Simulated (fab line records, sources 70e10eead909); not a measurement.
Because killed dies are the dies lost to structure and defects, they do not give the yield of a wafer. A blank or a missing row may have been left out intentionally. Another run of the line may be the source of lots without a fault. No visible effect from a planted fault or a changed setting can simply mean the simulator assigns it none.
What tool caused it? ; flow nand_harc ; 6 lots with 18 wafers sampled at 5 steps, on a route of 1159 steps

## WHAT THE GAUGES SHOWED, per wafer
NHARC_END_SORT_01.
lot;measured;on;killed_at_array
L574;day 23 04:05;prober-02;671 40 674

## WHICH TOOL RAN EACH LOT (tool, then ch and the chambers of the sampled wafers, then the start)
lot;NHARC_A_STAIRCASE_DESCUM_168;NHARC_A_STAIRCASE_TRIM_16;NHARC_A_STAIRCASE_ETCH_23;NHARC_A_STAIRCASE_STRIP_175
L562;rie_diel-13 ch 1,2, day 11 05:11;rie_diel-11 ch 0,3, day 11 10:04 or earlier;rie_diel-01 ch 0,1, day 11 10:04;plasma_asher-01 ch 0,1, day 11 10:58
L563;rie_diel-01 ch 0,3, day 11 15:19;rie_diel-01 ch 0,2,3, day 11 18:53 or earlier;rie_diel-11 ch 2,3, day 11 18:53;plasma_asher-02 ch 0,1, day 11 20:02
L566;rie_diel-01 ch 1,2,3, day 12 18:15;rie_diel-11 ch 1,3, day 12 21:55 or earlier;rie_diel-13 ch 1,2, day 12 21:55;plasma_asher-02 ch 1, day 12 22:34
L569;rie_diel-11 ch 0,2,3, day 12 21:26;rie_diel-01 ch 0,2,3, day 13 01:10 or earlier;rie_diel-13 ch 0,2,3, day 13 01:10;plasma_asher-02 ch 0,1, day 13 01:57
L571;rie_diel-11 ch 0,3, day 14 03:25;rie_diel-11 ch 0,1,2, day 14 06:50 or earlier;rie_diel-11 ch 0,2,3, day 14 06:50;plasma_asher-01 ch 0, day 14 07:44
L574;rie_diel-11 ch 1,2, day 14 13:05;rie_diel-01 ch 1,2,3, day 14 16:37 or earlier;rie_diel-13 ch 2,3, day 14 16:37;plasma_asher-01 ch 0,1, day 14 17:23
- NHARC_A_STAIRCASE_DESCUM_168: chemistry O2, time 3 s.
- NHARC_A_STAIRCASE_TRIM_16: chemistry O2, time 211.2 s.
- NHARC_A_STAIRCASE_ETCH_23: etches the open film in C4F8/O2, target depth 100 nm, time 40.5 s.
- NHARC_A_STAIRCASE_STRIP_175: strips in O2.

## THE ANSWER, worked out from the rows above alone
Rule: the usual values come from the lots themselves. The widest of any qualifying gaps counts: lots, ordered by their means at a reading, are off when they make up no more than a third of the lots, leave a main group of 4 or more, and stand apart from it by 3 or more times the standard deviation of that group's means. A main group whose means are all the same, to the digits that the tables above print for the reading, isn't used. Also off: a lot with no number at a reading for which 4 or more lots have one. Where the step has rows for the other lots, those lots are counted as sound.
Across all readings shown, no lot is off: no conclusion can be drawn from this.

## WHAT WAS PUT IN BY THE SIMULATOR
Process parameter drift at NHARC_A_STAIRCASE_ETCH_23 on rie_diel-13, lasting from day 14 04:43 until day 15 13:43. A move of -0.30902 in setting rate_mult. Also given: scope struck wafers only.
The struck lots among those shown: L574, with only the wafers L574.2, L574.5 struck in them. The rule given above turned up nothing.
